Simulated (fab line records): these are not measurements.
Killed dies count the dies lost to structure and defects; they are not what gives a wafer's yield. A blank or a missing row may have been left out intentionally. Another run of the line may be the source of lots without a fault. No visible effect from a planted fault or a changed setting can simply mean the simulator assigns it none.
Which tool is to blame? :: flow n5_finfet :: Sampling: 14 lots, 39 wafers, 4 of 1938 route steps

== WHAT THE GAUGES READ, wafer by wafer ==
The record holds no reading of a measuring or inspecting step that can be judged against a usual standard deviation.

== WHICH TOOL RAN EACH LOT (tool, then ch and the chambers of the sampled wafers, then the start) ==
lot: L484
N5_MIM_TOP_SPUTTER_03: pvd_sputter-01, day 11 06:48
N5_MIM_TOP_ETCH_PECVD_03: pecvd-04 ch 1,2, day 11 07:42
N5_PASSIVATION_PECVD_55: pecvd-01 ch 0,1,2, day 11 09:26
N5_PASSIVATION_PEB_08: litho_track-03 ch 0, day 11 09:53

lot: L487
N5_MIM_TOP_SPUTTER_03: pvd_sputter-01, day 12 09:59
N5_MIM_TOP_ETCH_PECVD_03: pecvd-04 ch 2, day 12 10:49
N5_PASSIVATION_PECVD_55: pecvd-01 ch 2, day 12 12:10
N5_PASSIVATION_PEB_08: litho_track-02 ch 0, day 12 13:41

lot: L489
N5_MIM_TOP_SPUTTER_03: pvd_sputter-01, day 13 00:14
N5_MIM_TOP_ETCH_PECVD_03: pecvd-03 ch 0,1,2, day 13 01:11
N5_PASSIVATION_PECVD_55: pecvd-03 ch 0,1,2, day 13 02:42
N5_PASSIVATION_PEB_08: litho_track-02 ch 0, day 13 03:28

lot: L490
N5_MIM_TOP_SPUTTER_03: pvd_sputter-03, day 13 06:29
N5_MIM_TOP_ETCH_PECVD_03: pecvd-02 ch 0,1, day 13 07:15
N5_PASSIVATION_PECVD_55: pecvd-01 ch 1,2, day 13 08:48
N5_PASSIVATION_PEB_08: litho_track-05 ch 0, day 13 10:55

lot: L492
N5_MIM_TOP_SPUTTER_03: pvd_sputter-03, day 13 06:36
N5_MIM_TOP_ETCH_PECVD_03: pecvd-03 ch 0,1,2, day 13 07:29
N5_PASSIVATION_PECVD_55: pecvd-01 ch 0,1,2, day 13 09:03
N5_PASSIVATION_PEB_08: litho_track-02 ch 0, day 13 11:20

lot: L491
N5_MIM_TOP_SPUTTER_03: pvd_sputter-03, day 13 08:26
N5_MIM_TOP_ETCH_PECVD_03: pecvd-02 ch 0,1,2, day 13 09:38
N5_PASSIVATION_PECVD_55: pecvd-02 ch 0,2, day 13 11:06
N5_PASSIVATION_PEB_08: litho_track-05 ch 0, day 13 11:22

lot: L493
N5_MIM_TOP_SPUTTER_03: pvd_sputter-02, day 13 16:52
N5_MIM_TOP_ETCH_PECVD_03: pecvd-02 ch 0,2, day 13 18:17
N5_PASSIVATION_PECVD_55: pecvd-03 ch 0,1, day 13 20:13
N5_PASSIVATION_PEB_08: litho_track-03 ch 0, day 13 22:27

lot: L494
N5_MIM_TOP_SPUTTER_03: pvd_sputter-01, day 14 00:37
N5_MIM_TOP_ETCH_PECVD_03: pecvd-03 ch 0,1,2, day 14 01:23
N5_PASSIVATION_PECVD_55: pecvd-02 ch 0,2, day 14 02:43
N5_PASSIVATION_PEB_08: litho_track-03 ch 0, day 14 03:06

lot: L496
N5_MIM_TOP_SPUTTER_03: pvd_sputter-02, day 14 10:02
N5_MIM_TOP_ETCH_PECVD_03: pecvd-04 ch 0,1,2, day 14 10:48
N5_PASSIVATION_PECVD_55: pecvd-03 ch 0,1, day 14 12:16
N5_PASSIVATION_PEB_08: litho_track-03 ch 0, day 14 12:32

lot: L497
N5_MIM_TOP_SPUTTER_03: pvd_sputter-01, day 14 21:04
N5_MIM_TOP_ETCH_PECVD_03: pecvd-02 ch 1,2, day 14 22:00
N5_PASSIVATION_PECVD_55: pecvd-03 ch 0,1, day 14 23:30
N5_PASSIVATION_PEB_08: litho_track-03 ch 0, day 14 23:46

lot: L501
N5_MIM_TOP_SPUTTER_03: pvd_sputter-01, day 16 10:19
N5_MIM_TOP_ETCH_PECVD_03: pecvd-03 ch 0,1, day 16 11:10
N5_PASSIVATION_PECVD_55: pecvd-02 ch 0,1,2, day 16 12:40
N5_PASSIVATION_PEB_08: litho_track-03 ch 0, day 16 13:04

lot: L505
N5_MIM_TOP_SPUTTER_03: pvd_sputter-03, day 16 20:10
N5_MIM_TOP_ETCH_PECVD_03: pecvd-02 ch 1,2, day 16 20:56
N5_PASSIVATION_PECVD_55: pecvd-02 ch 1,2, day 16 22:26
N5_PASSIVATION_PEB_08: litho_track-05 ch 0, day 17 00:32

lot: L506
N5_MIM_TOP_SPUTTER_03: pvd_sputter-01, day 17 01:07
N5_MIM_TOP_ETCH_PECVD_03: pecvd-02 ch 0,2, day 17 02:01
N5_PASSIVATION_PECVD_55: pecvd-03 ch 0,1, day 17 03:33
N5_PASSIVATION_PEB_08: litho_track-03, day 17 03:50

lot: L507
N5_MIM_TOP_SPUTTER_03: pvd_sputter-01, day 17 10:05
N5_MIM_TOP_ETCH_PECVD_03: pecvd-02 ch 0,1, day 17 11:07
N5_PASSIVATION_PECVD_55: pecvd-01 ch 0,2, day 17 12:29
N5_PASSIVATION_PEB_08: litho_track-03, day 17 16:16
- N5_MIM_TOP_SPUTTER_03: material TiN, target thk 35 nm, time 89.7 s.
- N5_MIM_TOP_ETCH_PECVD_03: deposits SiNx from SiH4/NH3/N2, target thk 20 nm, time 17.6 s.
- N5_PASSIVATION_PECVD_55: deposits SiO2 from SiH4/N2O, target thk 400 nm, time 22.5 s.
- N5_PASSIVATION_PEB_08

== WHAT THE TOOLS THEMSELVES READ (means of the sampled wafers that have a number; where no wafer has one, the mark that the record gives instead) ==
N5_MIM_TOP_SPUTTER_03. Usual: susceptor_temp_C 200.00 C, standard deviation 0.16; throttle_valve_pct 29.9 %, standard deviation 1.3.
lot: L484
tool: pvd_sputter-01
susceptor_temp_C (C): 199.89
throttle_valve_pct (%): 30.4
flag: 

lot: L487
tool: pvd_sputter-01
susceptor_temp_C (C): 200.05
throttle_valve_pct (%): 30.1
flag: 

lot: L489
tool: pvd_sputter-01
susceptor_temp_C (C): 199.98
throttle_valve_pct (%): 30.1
flag: 

lot: L490
tool: pvd_sputter-03
susceptor_temp_C (C): 199.96
throttle_valve_pct (%): 30.6
flag: 

lot: L492
tool: pvd_sputter-03
susceptor_temp_C (C): 199.95
throttle_valve_pct (%): 30.8
flag: 

lot: L491
tool: pvd_sputter-03
susceptor_temp_C (C): 199.91
throttle_valve_pct (%): 30.7
flag: 

lot: L493
tool: pvd_sputter-02
susceptor_temp_C (C): 200.08
throttle_valve_pct (%): 28.3
flag: 

lot: L494
tool: pvd_sputter-01
susceptor_temp_C (C): 200.02
throttle_valve_pct (%): 29.9
flag: 

lot: L496
tool: pvd_sputter-02
susceptor_temp_C (C): 200.03
throttle_valve_pct (%): 29.1
flag: 

lot: L497
tool: pvd_sputter-01
susceptor_temp_C (C): 200.01
throttle_valve_pct (%): 29.1
flag: 

lot: L501
tool: pvd_sputter-01
susceptor_temp_C (C): 199.98
throttle_valve_pct (%): 29.7
flag: 

lot: L505
tool: pvd_sputter-03
susceptor_temp_C (C): 200.01
throttle_valve_pct (%): 30.0
flag: 

lot: L506
tool: pvd_sputter-01
susceptor_temp_C (C): 200.05
throttle_valve_pct (%): 30.5
flag: 

lot: L507
tool: pvd_sputter-01
susceptor_temp_C (C): 200.16
throttle_valve_pct (%): 29.7
flag: 

N5_MIM_TOP_ETCH_PECVD_03. Usual: heater_power_w 780 W, standard deviation 110; rf_fwd_power_W 296.7 W, standard deviation 1; showerhead_plenum_p_Torr 5.109 Torr, standard deviation 0.028; susceptor_temp_C 400.01 C, standard deviation 0.2; throttle_valve_pct 39.5 %, standard deviation 1.9.
lot: L484
tool: pecvd-04
heater_power_w (W): 967
rf_fwd_power_W (W): 296.6
showerhead_plenum_p_Torr (Torr): 5.110
susceptor_temp_C (C): 399.98
throttle_valve_pct (%): 40.7
flag: 

lot: L487
tool: pecvd-04
heater_power_w (W): 970
rf_fwd_power_W (W): 295.3
showerhead_plenum_p_Torr (Torr): 5.147
susceptor_temp_C (C): 400.18
throttle_valve_pct (%): 38.6
flag: 

lot: L489
tool: pecvd-03
heater_power_w (W): 770
rf_fwd_power_W (W): 296.8
showerhead_plenum_p_Torr (Torr): 5.109
susceptor_temp_C (C): 400.09
throttle_valve_pct (%): 38.8
flag: 

lot: L490
tool: pecvd-02
heater_power_w (W): 755
rf_fwd_power_W (W): 297.0
showerhead_plenum_p_Torr (Torr): 5.119
susceptor_temp_C (C): 399.81
throttle_valve_pct (%): 40.9
flag: 

lot: L492
tool: pecvd-03
heater_power_w (W): 814
rf_fwd_power_W (W): 296.1
showerhead_plenum_p_Torr (Torr): 5.109
susceptor_temp_C (C): 400.22
throttle_valve_pct (%): 38.8
flag: 

lot: L491
tool: pecvd-02
heater_power_w (W): 721
rf_fwd_power_W (W): 296.8
showerhead_plenum_p_Torr (Torr): 5.105
susceptor_temp_C (C): 399.95
throttle_valve_pct (%): 39.3
flag: 

lot: L493
tool: pecvd-02
heater_power_w (W): 722
rf_fwd_power_W (W): 296.6
showerhead_plenum_p_Torr (Torr): 5.099
susceptor_temp_C (C): 399.98
throttle_valve_pct (%): 38.3
flag: 

lot: L494
tool: pecvd-03
heater_power_w (W): 808
rf_fwd_power_W (W): 297.4
showerhead_plenum_p_Torr (Torr): 5.109
susceptor_temp_C (C): 400.10
throttle_valve_pct (%): 38.9
flag: 

lot: L496
tool: pecvd-04
heater_power_w (W): 923
rf_fwd_power_W (W): 296.8
showerhead_plenum_p_Torr (Torr): 5.106
susceptor_temp_C (C): 400.15
throttle_valve_pct (%): 40.8
flag: 

lot: L497
tool: pecvd-02
heater_power_w (W): 733
rf_fwd_power_W (W): 297.2
showerhead_plenum_p_Torr (Torr): 5.117
susceptor_temp_C (C): 399.91
throttle_valve_pct (%): 39.3
flag: 

lot: L501
tool: pecvd-03
heater_power_w (W): 769
rf_fwd_power_W (W): 296.3
showerhead_plenum_p_Torr (Torr): 5.115
susceptor_temp_C (C): 399.91
throttle_valve_pct (%): 38.4
flag: 

lot: L505
tool: pecvd-02
heater_power_w (W): 750
rf_fwd_power_W (W): 296.8
showerhead_plenum_p_Torr (Torr): 5.127
susceptor_temp_C (C): 399.94
throttle_valve_pct (%): 40.1
flag: 

lot: L506
tool: pecvd-02
heater_power_w (W): 704
rf_fwd_power_W (W): 297.1
showerhead_plenum_p_Torr (Torr): 5.091
susceptor_temp_C (C): 400.00
throttle_valve_pct (%): 38.0
flag: 

lot: L507
tool: pecvd-02
heater_power_w (W): 765
rf_fwd_power_W (W): 296.6
showerhead_plenum_p_Torr (Torr): 5.117
susceptor_temp_C (C): 400.24
throttle_valve_pct (%): 40.5
flag: 

N5_PASSIVATION_PECVD_55. Usual: heater_power_w 668 W, standard deviation 92; rf_fwd_power_W 599.8 W, standard deviation 2.6; showerhead_plenum_p_Torr 8.12 Torr, standard deviation 0.054; susceptor_temp_C 399.98 C, standard deviation 0.23; throttle_valve_pct 50 %, standard deviation 4.4.
lot: L484
tool: pecvd-01
heater_power_w (W): 693
rf_fwd_power_W (W): 599.2
showerhead_plenum_p_Torr (Torr): 8.11
susceptor_temp_C (C): 400.06
throttle_valve_pct (%): 50
flag: 

lot: L487
tool: pecvd-01
heater_power_w (W): 771
rf_fwd_power_W (W): 600.3
showerhead_plenum_p_Torr (Torr): 8.21
susceptor_temp_C (C): 399.73
throttle_valve_pct (%): 45
flag: 

lot: L489
tool: pecvd-03
heater_power_w (W): 612
rf_fwd_power_W (W): 597.0
showerhead_plenum_p_Torr (Torr): 8.11
susceptor_temp_C (C): 399.99
throttle_valve_pct (%): 50
flag: 

lot: L490
tool: pecvd-01
heater_power_w (W): 724
rf_fwd_power_W (W): 602.9
showerhead_plenum_p_Torr (Torr): 8.13
susceptor_temp_C (C): 399.94
throttle_valve_pct (%): 54
flag: 

lot: L492
tool: pecvd-01
heater_power_w (W): 760
rf_fwd_power_W (W): 601.9
showerhead_plenum_p_Torr (Torr): 8.11
susceptor_temp_C (C): 399.85
throttle_valve_pct (%): 50
flag: 

lot: L491
tool: pecvd-02
heater_power_w (W): 576
rf_fwd_power_W (W): 597.9
showerhead_plenum_p_Torr (Torr): 8.08
susceptor_temp_C (C): 399.93
throttle_valve_pct (%): 49
flag: 

lot: L493
tool: pecvd-03
heater_power_w (W): 698
rf_fwd_power_W (W): 597.4
showerhead_plenum_p_Torr (Torr): 8.09
susceptor_temp_C (C): 399.73
throttle_valve_pct (%): 49
flag: 

lot: L494
tool: pecvd-02
heater_power_w (W): 584
rf_fwd_power_W (W): 599.0
showerhead_plenum_p_Torr (Torr): 8.09
susceptor_temp_C (C): 400.08
throttle_valve_pct (%): 49
flag: 

lot: L496
tool: pecvd-03
heater_power_w (W): 673
rf_fwd_power_W (W): 599.3
showerhead_plenum_p_Torr (Torr): 8.10
susceptor_temp_C (C): 400.04
throttle_valve_pct (%): 49
flag: 

lot: L497
tool: pecvd-03
heater_power_w (W): 747
rf_fwd_power_W (W): 601.2
showerhead_plenum_p_Torr (Torr): 8.09
susceptor_temp_C (C): 399.98
throttle_valve_pct (%): 48
flag: 

lot: L501
tool: pecvd-02
heater_power_w (W): 588
rf_fwd_power_W (W): 599.3
showerhead_plenum_p_Torr (Torr): 8.12
susceptor_temp_C (C): 400.02
throttle_valve_pct (%): 51
flag: 

lot: L505
tool: pecvd-02
heater_power_w (W): 608
rf_fwd_power_W (W): 598.0
showerhead_plenum_p_Torr (Torr): 8.10
susceptor_temp_C (C): 399.91
throttle_valve_pct (%): 50
flag: 

lot: L506
tool: pecvd-03
heater_power_w (W): 779
rf_fwd_power_W (W): 598.2
showerhead_plenum_p_Torr (Torr): 8.11
susceptor_temp_C (C): 400.05
throttle_valve_pct (%): 49
flag: 

lot: L507
tool: pecvd-01
heater_power_w (W): 693
rf_fwd_power_W (W): 598.6
showerhead_plenum_p_Torr (Torr): 8.12
susceptor_temp_C (C): 400.06
throttle_valve_pct (%): 47
flag: 

N5_PASSIVATION_PEB_08. Usual: exhaust_pa reads 45.2 Pa (standard deviation 1).
lot: L484
tool: litho_track-03
exhaust_pa (Pa): 43.8
flag: 

lot: L487
tool: litho_track-02
exhaust_pa (Pa): 45.3
flag: 

lot: L489
tool: litho_track-02
exhaust_pa (Pa): 46.3
flag: 

lot: L490
tool: litho_track-05
exhaust_pa (Pa): 44.9
flag: 

lot: L492
tool: litho_track-02
exhaust_pa (Pa): 44.7
flag: 

lot: L491
tool: litho_track-05
exhaust_pa (Pa): 46.1
flag: 

lot: L493
tool: litho_track-03
exhaust_pa (Pa): 45.0
flag: 

lot: L494
tool: litho_track-03
exhaust_pa (Pa): 44.9
flag: 

lot: L496
tool: litho_track-03
exhaust_pa (Pa): 46.0
flag: 

lot: L497
tool: litho_track-03
exhaust_pa (Pa): 46.1
flag: 

lot: L501
tool: litho_track-03
exhaust_pa (Pa): 44.1
flag: 

lot: L505
tool: litho_track-05
exhaust_pa (Pa): 45.2
flag: 

lot: L506
tool: litho_track-03
exhaust_pa (Pa): -
flag: OFF

lot: L507
tool: litho_track-03
exhaust_pa (Pa): -
flag: OFF

== THE ANSWER, worked out from the rows above alone ==
Rule: take the mean of a lot's wafers that have a number; if it is more than 3 standard deviations from the usual mean, the lot is off. A lot without any number at a reading at which 4 lots or more have one is off too. Any other lot the step has rows for is counted as sound. Order of review: gauges by route order, followed by the tools' own readings, for which a lot's mean as printed above is used. At the first step where some lot is off, the reading lying furthest off is the one used; lots without a number count as furthest.
Off: L506, L507 (N5_PASSIVATION_PEB_08, exhaust_pa). Without a number there: L506, L507.
If a tool, at that step or one of the process steps before it, ran each lot that is off and ran no sound lot following the first of them, it fits. Can't be told from this: 3 tools fit, pvd_sputter-01 at N5_MIM_TOP_SPUTTER_03, pecvd-02 at N5_MIM_TOP_ETCH_PECVD_03, litho_track-03 at N5_PASSIVATION_PEB_08.

== WHAT THE SIMULATOR HAD INSERTED ==
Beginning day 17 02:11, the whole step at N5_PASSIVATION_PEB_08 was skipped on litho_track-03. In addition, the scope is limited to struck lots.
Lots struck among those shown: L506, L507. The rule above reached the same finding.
